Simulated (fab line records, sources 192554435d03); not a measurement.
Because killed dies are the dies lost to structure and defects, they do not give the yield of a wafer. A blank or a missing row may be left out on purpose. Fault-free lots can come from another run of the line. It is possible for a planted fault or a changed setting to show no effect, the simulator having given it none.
Chamber matching ; flow n5Finfet ; N5_BEOL_M9_CURE_72 on uvCure-02 has 3 sister chambers
The step cures SiCOH lowk, time 120 s. 3 wafers are shown with their chamber, then 8 later ones without.

EACH WAFER AND ITS CHAMBER
wafer;chamber;wafer_temp_C_max
L076.6;0;371.2
L087.6;2;370.8
L085.2;1;372.2

WAFERS MISSING THEIR CHAMBER
wafer;wafer_temp_C_max
L085.3;372.1
L085.6;372.5
L095.2;370.8
L095.4;371.2
L095.6;371.3
L097.1;371.4
L097.2;370.6
L097.5;371.2

WHICH CHAMBER EACH ONE RAN IN
wafer;from the rows above;in truth
L085.3;1;1
L085.6;1;1
L095.2;2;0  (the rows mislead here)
L095.4;0;0
L095.6;0;0
L097.1;0;0
L097.2;2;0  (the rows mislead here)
L097.5;0;0
Correct placement for 6 of the 8. Left unplaced by these rows: 0. Wrongly placed: 2.
How it was worked out, from the rows above alone: a wafer's distance from a chamber is the root of the sum, over the readings, of the square of ((its reading less the chamber's mean) divided by the reading's scatter). If the next closest chamber is less than 2 further off than the closest, the wafer can't be placed; otherwise it belongs to the closest. Each chamber's mean is taken over the wafers shown for it. The scatter: root of mean squared gap, hidden wafer to nearest shown wafer, with one shown wafer a chamber.
